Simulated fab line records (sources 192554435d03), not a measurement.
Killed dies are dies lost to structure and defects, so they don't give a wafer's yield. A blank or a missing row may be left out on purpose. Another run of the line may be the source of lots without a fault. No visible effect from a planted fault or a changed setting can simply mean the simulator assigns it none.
Matching of chambers :: flow n5_finfet :: cvd_co-02 running N5_BEOL_M4_PRE_CLEAN_60: 3 sister chambers
The step time 15 s. 27 wafers are shown with their chamber, then 12 later ones without.

== WAFERS WITH THEIR CHAMBER ==
wafer: L075.2
chamber: 0
heater_power_w (W): 79

wafer: L075.3
chamber: 1
heater_power_w (W): 75

wafer: L075.5
chamber: 1
heater_power_w (W): 75

wafer: L074.2
chamber: 1
heater_power_w (W): 77

wafer: L074.5
chamber: 0
heater_power_w (W): 80

wafer: L074.6
chamber: 2
heater_power_w (W): 95

wafer: L081.2
chamber: 0
heater_power_w (W): 79

wafer: L081.5
chamber: 0
heater_power_w (W): 80

wafer: L081.6
chamber: 1
heater_power_w (W): 77

wafer: L082.1
chamber: 1
heater_power_w (W): 77

wafer: L082.5
chamber: 1
heater_power_w (W): 75

wafer: L082.6
chamber: 2
heater_power_w (W): 96

wafer: L083.1
chamber: 2
heater_power_w (W): 96

wafer: L083.3
chamber: 0
heater_power_w (W): 81

wafer: L083.4
chamber: 2
heater_power_w (W): 98

wafer: L084.1
chamber: 2
heater_power_w (W): 94

wafer: L084.3
chamber: 1
heater_power_w (W): 77

wafer: L084.6
chamber: 2
heater_power_w (W): 92

wafer: L085.1
chamber: 2
heater_power_w (W): 95

wafer: L085.3
chamber: 0
heater_power_w (W): 80

wafer: L085.6
chamber: 0
heater_power_w (W): 81

wafer: L087.1
chamber: 1
heater_power_w (W): 77

wafer: L087.4
chamber: 2
heater_power_w (W): 96

wafer: L087.5
chamber: 0
heater_power_w (W): 79

wafer: L092.4
chamber: 0
heater_power_w (W): 80

wafer: L092.5
chamber: 1
heater_power_w (W): 78

wafer: L092.6
chamber: 2
heater_power_w (W): 93

SIGNATURES, as means of the wafers listed above
reading: heater_power_w
chamber 0: 79.89
chamber 1: 76.44
chamber 2: 95.00
scatter within a chamber: 1.31
Rule: for a wafer and a chamber, the distance is found by dividing, reading by reading, the gap between the wafer's reading and the chamber's mean by the reading's scatter, squaring, summing and taking the root. The wafer belongs to the nearest chamber; if the next one is less than 2 further off, it can't be placed. How the scatter is found: for the shown wafers, subtract from each reading the mean of its chamber, square and add these, divide the total by (wafers less chambers), then take the root.

== WAFERS MISSING THEIR CHAMBER ==
wafer: L093.2
heater_power_w (W): 94

wafer: L093.4
heater_power_w (W): 95

wafer: L093.5
heater_power_w (W): 81

wafer: L094.2
heater_power_w (W): 79

wafer: L094.4
heater_power_w (W): 98

wafer: L094.6
heater_power_w (W): 80

wafer: L097.4
heater_power_w (W): 96

wafer: L097.5
heater_power_w (W): 95

wafer: L097.6
heater_power_w (W): 81

wafer: L096.2
heater_power_w (W): 82

wafer: L096.4
heater_power_w (W): 78

wafer: L096.6
heater_power_w (W): 79

== THE CHAMBER EACH PASSED THROUGH ==
wafer: L093.2
from the rows above: 2
in truth: 2

wafer: L093.4
from the rows above: 2
in truth: 2

wafer: L093.5
from the rows above: 0
in truth: 0

wafer: L094.2
from the rows above: can't be placed: 0 or 1
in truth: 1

wafer: L094.4
from the rows above: 2
in truth: 2

wafer: L094.6
from the rows above: 0
in truth: 0

wafer: L097.4
from the rows above: 2
in truth: 2

wafer: L097.5
from the rows above: 2
in truth: 2

wafer: L097.6
from the rows above: 0
in truth: 0

wafer: L096.2
from the rows above: 0
in truth: 0

wafer: L096.4
from the rows above: can't be placed: 1 or 0
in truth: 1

wafer: L096.6
from the rows above: can't be placed: 0 or 1
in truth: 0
9 of 12 placed correctly. These rows do not allow placing 3 (true chamber among the candidates in 3). Wrongly placed: 0.
